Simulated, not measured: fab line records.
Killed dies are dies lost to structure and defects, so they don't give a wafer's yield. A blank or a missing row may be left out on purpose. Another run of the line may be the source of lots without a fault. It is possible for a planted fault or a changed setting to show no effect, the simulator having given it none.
Chamber matching    flow nand-harc    NHARC_P_CONTACT_STRIP_28 on rie-diel-11: 4 sister chambers
The step strips in O2. 4 wafers are shown with their chamber, then 12 later ones without.

## EACH WAFER AND ITS CHAMBER
wafer   chamber  showerhead-plenum-p-Torr (Torr)
L085.4  3        3.45
L087.2  2        3.38
L090.2  1        3.52
L090.6  0        3.36

## WAFERS WITH NO CHAMBER GIVEN
wafer   showerhead-plenum-p-Torr (Torr)
L088.2  3.38
L088.3  3.36
L088.6  3.52
L093.2  3.44
L093.3  3.52
L093.5  3.38
L094.1  3.44
L094.4  3.36
L094.6  3.36
L097.1  3.38
L097.4  3.36
L097.6  3.38

## CHAMBER TAKEN BY EACH
wafer   from the rows above  in truth
L088.2  2                    2
L088.3  0                    0
L088.6  1                    1
L093.2  3                    3
L093.3  1                    1
L093.5  2                    2
L094.1  3                    3
L094.4  0                    0
L094.6  0                    0
L097.1  2                    2
L097.4  0                    0
L097.6  2                    2
Correctly placed: 12 of 12. Can't be placed from these rows: 0. Number placed wrongly: 0.
How it was worked out, from the rows above alone: a wafer's distance from a chamber is the root of the sum, over the readings, of the square of ((its reading less the chamber's mean) divided by the reading's scatter). The wafer belongs to the nearest chamber; if the next one is less than 2 further off, it can't be placed. The mean given for a chamber averages the wafers shown for that chamber. The scatter: root of mean squared gap, hidden wafer to nearest shown wafer, with one shown wafer a chamber.
